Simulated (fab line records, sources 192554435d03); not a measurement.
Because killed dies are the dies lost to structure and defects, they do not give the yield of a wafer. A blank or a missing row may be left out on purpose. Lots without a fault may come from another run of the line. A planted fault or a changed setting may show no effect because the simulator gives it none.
Matching of chambers	flow n5_finfet	N5_BEOL_M11_ALD_74 on ald_metal-01 has 4 sister chambers
The step deposits TaN, target thk 2 nm, pulse time 2 s, purge time 3 s. 8 wafers are shown with their chamber, then 8 later ones without.

WAFERS PAIRED WITH THEIR CHAMBERS
wafer	chamber	heater_power_w (W)	susceptor_temp_C (C)
L078.1	0	486	275.20
L089.5	0	478	274.82
L083.3	3	418	275.30
L083.5	2	437	275.11
L090.2	1	333	275.01
L090.3	2	428	275.13
L090.6	1	336	275.19
L092.1	3	424	274.71

WAFERS WHOSE CHAMBER IS MISSING
wafer	heater_power_w (W)	susceptor_temp_C (C)
L092.2	348	274.84
L092.6	416	275.03
L094.1	481	275.27
L094.2	432	275.10
L094.3	419	274.74
L097.1	435	275.14
L097.2	343	274.88
L097.5	420	275.00

WHICH CHAMBER EACH ONE RAN IN
wafer	from the rows above	in truth
L092.2	1	1
L092.6	3	3
L094.1	0	0
L094.2	2	2
L094.3	3	3
L097.1	2	2
L097.2	1	1
L097.5	3	3
8 of 8 placed correctly. Can't be placed from these rows: 0. Wrongly placed: 0.
How it was worked out, from the rows above alone: a wafer's distance from a chamber is the root of the sum, over the readings, of the square of ((its reading less the chamber's mean) divided by the reading's scatter). If the next closest chamber is less than 2 further off than the closest, the wafer can't be placed; otherwise it belongs to the closest. The mean given for a chamber averages the wafers shown for that chamber. The scatter is the square root of a quotient: the sum, over the shown wafers, of each reading's squared deviation from its chamber's mean, divided by wafers minus chambers.
